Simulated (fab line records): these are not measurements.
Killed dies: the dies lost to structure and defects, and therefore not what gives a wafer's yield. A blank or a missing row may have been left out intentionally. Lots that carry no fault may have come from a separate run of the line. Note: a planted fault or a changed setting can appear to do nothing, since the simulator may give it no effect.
What tool caused it? :: flow nand harc :: 7 lots, 21 wafers sampled, at 1 step of a route of 1302

## WHAT THE GAUGES READ, wafer by wafer
NHARC_P_BONDPAD_THK_MEAS_33: measures by ellipsometry.
lot: L367
measured: day 7 04:09
on: film metro-01
thk nm (nm): 201.1 202.9 200.1

lot: L370
measured: day 8 14:51
on: film metro-01
thk nm (nm): 201.7 197.8 199.9

lot: L373
measured: day 9 22:53
on: film metro-02
thk nm (nm): 202.6 198.7 200.2

lot: L376
measured: day 11 05:22
on: film metro-02
thk nm (nm): 201.1 199.7 198.4

lot: L378
measured: day 12 13:09
on: film metro-01
thk nm (nm): 201.5 201.3 201.1

lot: L384
measured: day 14 06:14
on: film metro-01
thk nm (nm): 200.0 202.4 204.2

lot: L388
measured: day 16 04:25
on: film metro-02
thk nm (nm): 201.2 199.3 199.7

## TOOL THAT RAN EACH LOT (tool first, then ch and the chambers of the sampled wafers, then the start)
No process step before these readings appears in the record.

## THE ANSWER, worked out from the rows above alone
Rule: the lots themselves supply what counts as usual. Put in order of their means at a reading, lots are off if they are a third of the lots or fewer, leave a main group of 4 or more, and stand apart from it by a gap of 3 or more times the standard deviation of the main group's means; of several such gaps the widest counts. A main group whose means are all the same, to the digits that the tables above print for the reading, isn't used. A lot without any number at a reading at which 4 lots or more have one is off too. Any other lot the step has rows for is counted as sound.
No lot is off at any reading shown: from this, nothing can be told.

## WHAT THE SIMULATOR HAD PUT IN
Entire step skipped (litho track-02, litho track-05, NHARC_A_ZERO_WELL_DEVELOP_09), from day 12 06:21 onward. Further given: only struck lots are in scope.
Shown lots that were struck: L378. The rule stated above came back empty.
